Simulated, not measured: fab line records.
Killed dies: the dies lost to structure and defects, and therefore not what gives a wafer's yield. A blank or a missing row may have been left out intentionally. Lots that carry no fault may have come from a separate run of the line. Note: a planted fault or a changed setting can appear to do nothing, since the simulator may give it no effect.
fab line records -- flow n5Finfet
[record] lots = 7, wafers = 39
route steps=1938 shown WELL_APT@33 SPACER0@259 SD_EPI_N@293 MOL_CONTACT_COAG@616
startH: the number of hours between the record's first day and the start of the first shown wafer of the lot -- waitH: hours elapsed since this lot's preceding step -- " unchanged from the row above -- L1.1+2: several wafers, shown together as one row -- - value missing, or start not given -- * or withheld: withheld -- < > ~ a bound
route shown NAME@n: NAME is a module with steps in the file, n the number in the route of the first one -- usual: mean/standard deviation of fault-free wafers -- same: alike in all rows -- chamber/n: place in a boat -- sites: each site's reading -- _std_site: the values' standard deviation -- _edge_site: the outer-site mean with the inner-site mean subtracted -- radiusMm: for every site, how far away it sits from the centre of the wafer -- mask NAME#n: copy n -- behind: the tool/chamber that last shaped the wafer -- hold: what put the lot on hold/how long, in hours/how the hold closed -- device: which transistor (n, p or np) failed to switch -- end of line: the tests these same wafers got at the end of their route -- a step without rows: its recipe alone -- killed: count of dies lost to structure and defects at first sort (not the wafer's yield) -- map: dies across one wafer; x = killed, . = not, _ = none there
set.NAME: the run value of the setting; set.NAME@STEP: its run value at that earlier step -- model.NAME: the simulator's own value behind a step, which no gauge read
lots with deliberately changed settings; one table per step, one row per wafer
[[steps]]
[step N5_WELL_APT_IMPLANT_15]
[recipe] species = As, energyKev = 25, doseCm2 = 1.5e+13, tiltDeg = 0, rotationDeg = 0
lot.wafer,tool,chamber,startH,waitH,set.energyKev,model.implant.rpNm,model.implant.drpNm
L075.3+5+6,implanter-01,0,20.45,0.1,25,18.15,8.457
L081.1+4+5,implanter-02,0,56.10,0.1,21.35,16.43,7.569
L081.2+3+6,implanter-02,0,56.10,0.1,25,18.47,8.457
L082.1+2+3,implanter-01,0,62.97,0.1,25,18.7,8.457
L082.4+5+6,implanter-01,0,62.97,0.1,27.48,20.07,9.048
L084.1+4+5,implanter-01,0,74.05,0.1,26.21,19.51,8.746
L084.2+3+6,implanter-01,0,74.05,0.1,25,18.83,8.457
L089.1+4+5,implanter-02,0,103.95,0.1,25,18.79,8.457
L089.2+3+6,implanter-02,0,103.95,0.1,23.73,18.08,8.151
L090.1+2+3+4+5+6,implanter-01,0,110.16,0.1,25,19.02,8.457
L096.1+4+5,implanter-01,0,146.09,0.1,21.76,17.87,7.671
L096.2+3+6,implanter-01,0,146.09,0.1,25,19.8,8.457
[step N5_SPACER0_ALD_00]
[recipe] material = SiOCN, targetThkA = 35, tempC = 400, aldPrecursorFamily = alkyl-aminosilane, aldCoReactant = O2/N2-plasma, pulseTimeS = 3, purgeTimeS = 2, coReactantPurgeTimeS = 2, aldCycles = 58, pressureTorr = 2
lot.wafer,tool,chamber,startH,waitH,set.aldCycles,model.SiOCN_of_SPACER0_ALD_00.thkNm
L075.3+6,aldSin-03,1,55.71,0.1,58,3.6
L075.5,aldSin-03,2,55.71,0.1,58,3.4
L081.1+5,aldSin-03,1,89.89,0.1,58,3.6
L081.2+3+4,aldSin-03,"0,3,2",89.89,0.1,64,3.8
L081.6,aldSin-03,0,89.89,0.1,58,3.4
L082.1+2+4+6,aldSin-03,"3,1,2,1",99.53,0.1,58,3.6
L082.3+5,aldSin-03,0,99.53,0.1,58,3.4
L084.1,aldSin-04,2,109.28,0.1,58,3.4
L084.2+4,aldSin-04,"0,3",109.28,0.1,58,3.6
L084.3+5+6,aldSin-04,"1,0,1",109.28,0.1,61,3.6
L089.1+4+6,aldSin-03,"2,0,1",138.95,0.1,53,3.2
L089.2+3,aldSin-03,"1,3",138.95,0.1,58,3.6
L089.5,aldSin-03,2,138.95,0.1,58,3.4
L090.1,aldSin-01,2,143.77,0.1,51,3
L090.2+3+4,aldSin-01,"0,1,3",143.77,0.1,58,3.6
L090.5+6,aldSin-01,"1,0",143.77,0.1,51,3.2
L096.1+3+5,aldSin-01,"0,3,2",178.80,0.1,51,3
L096.2+6,aldSin-01,"2,3",178.80,0.1,58,3.4
L096.4,aldSin-01,1,178.80,0.1,58,3.6
[step N5_SD_EPI_N_LINER_46]
[recipe] material = SiNx, targetThkA = 30, tempC = 400, aldPrecursorFamily = SiH2I2, aldCoReactant = N2/H2-plasma, pressureTorr = 2
lot.wafer,tool,chamber,startH,waitH,set.targetThkA,model.SiNx_of_SD_EPI_N_LINER_46.thkNm
L075.3+5+6,aldSin-03,"3,3,2",61.42,0.5,30,3
L081.1+4+6,aldSin-03,"1,3,1",94.36,0.2,30,3
L081.2+3+5,aldSin-03,"0,2,2",94.36,0.2,26.92,2.8
L082.1+2+3+4+5+6,aldSin-02,"3,2,0,1,0,1",104.48,0.4,30,3
L084.1+5+6,aldSin-01,"2,0,1",114.90,0.5,34.34,3.4
L084.2+3+4,aldSin-01,"1,3,0",114.90,0.5,30,3
L089.1+3+5,aldSin-02,"3,1,2",143.97,0.4,27.49,2.8
L089.2+4+6,aldSin-02,"2,0,3",143.97,0.4,30,3
L090.1+2+3+4+5+6,aldSin-03,"2,1,3,0,0,1",148.89,0.7,30,3
L096.1+2+3,aldSin-01,"0,1,3",184.37,0.2,30,3
L096.4+5+6,aldSin-01,"2,0,1",184.37,0.2,32.04,3.2
[step N5_MOL_CONTACT_COAG_ETCH_124]
[recipe] chemistry = CH3F/O2, target = SiNx, targetDepthA = 65, maskMaterial = SOC, stopOn = SiOC, overEtchFrac = 0.3, ionEnergyEv = 120, pressureMtorr = 30, sourceW = 395, biasW = 73, Ar_flow_sccm = 150, CH3F_flow_sccm = 30, O2_flow_sccm = 20, ends = endPoint
[usual] rfVppV = 295/5.1
lot.wafer,tool,chamber,startH,waitH,set.biasW,rfVppV
L075.3,rieDiel-05,1,111.81,0.0,73,296
L075.5,rieDiel-05,1,111.81,0.0,73,296
L075.6,rieDiel-05,0,111.81,0.0,73,301
L081.1,rieDiel-06,1,142.31,0.0,73,294
L081.2,rieDiel-06,0,142.31,0.0,73,288
L081.3,rieDiel-06,2,142.31,0.0,62.67,265
L081.4,rieDiel-06,3,142.31,0.0,62.67,256
L081.5,rieDiel-06,2,142.31,0.0,62.67,265
L081.6,rieDiel-06,3,142.31,0.0,73,289
L082.1,rieDiel-05,2,153.51,0.0,66.39,274
L082.2,rieDiel-05,1,153.51,0.0,73,296
L082.3,rieDiel-05,3,153.51,0.0,73,289
L082.4,rieDiel-05,0,153.51,0.0,66.39,281
L082.5,rieDiel-05,2,153.51,0.0,73,296
L082.6,rieDiel-05,1,153.51,0.0,66.39,275
L084.1,rieDiel-06,0,161.70,0.0,67.82,271
L084.2,rieDiel-06,2,161.70,0.0,73,302
L084.3,rieDiel-06,3,161.70,0.0,67.82,276
L084.4,rieDiel-06,1,161.70,0.0,73,296
L084.5,rieDiel-06,0,161.70,0.0,67.82,272
L084.6,rieDiel-06,1,161.70,0.0,73,295
L089.1,rieDiel-05,0,196.40,0.0,69.47,290
L089.2,rieDiel-05,2,196.40,0.0,73,298
L089.3,rieDiel-05,3,196.40,0.0,69.47,278
L089.4,rieDiel-05,1,196.40,0.0,69.47,284
L089.5,rieDiel-05,2,196.40,0.0,73,297
L089.6,rieDiel-05,3,196.40,0.0,73,288
L090.1,rieDiel-05,0,196.93,0.0,86.75,347
L090.2,rieDiel-05,3,196.93,0.0,73,290
L090.3,rieDiel-05,2,196.93,0.0,86.75,341
L090.4,rieDiel-05,1,196.93,0.0,73,295
L090.5,rieDiel-05,1,196.93,0.0,86.75,340
L090.6,rieDiel-05,0,196.93,0.0,73,302
L096.1,rieDiel-05,1,233.60,0.0,86.82,339
L096.2,rieDiel-05,0,233.60,0.0,86.82,347
L096.3,rieDiel-05,3,233.60,0.0,73,289
L096.4,rieDiel-05,3,233.60,0.0,73,289
L096.5,rieDiel-05,1,233.60,0.0,86.82,340
L096.6,rieDiel-05,0,233.60,0.0,73,302
[[key]]
[split] step = N5_WELL_APT_IMPLANT_15, setting = energyKev, stated = 25, by = wafer
[response] step = N5_WELL_APT_IMPLANT_15, reading = model.implant.rpNm, change = +0.142, per = 1%, r = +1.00
[response] step = N5_WELL_APT_IMPLANT_15, reading = model.implant.drpNm, change = +0.0605, per = 1%, r = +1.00
[split] step = N5_SPACER0_ALD_00, setting = aldCycles, stated = 58, by = wafer
[response] step = N5_SPACER0_ALD_00, reading = model.SiOCN_of_SPACER0_ALD_00.thkNm, change = +0.0345, per = 1%, r = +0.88
[split] step = N5_SD_EPI_N_LINER_46, setting = targetThkA, stated = 30, by = wafer
[response] step = N5_SD_EPI_N_LINER_46, reading = model.SiNx_of_SD_EPI_N_LINER_46.thkNm, change = +0.0252, per = 1%, r = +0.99
[split] step = N5_MOL_CONTACT_COAG_ETCH_124, setting = biasW, stated = 73, by = wafer
[response] step = N5_MOL_CONTACT_COAG_ETCH_124, reading = rfVppV, change = +2.41, per = 1%, r = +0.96
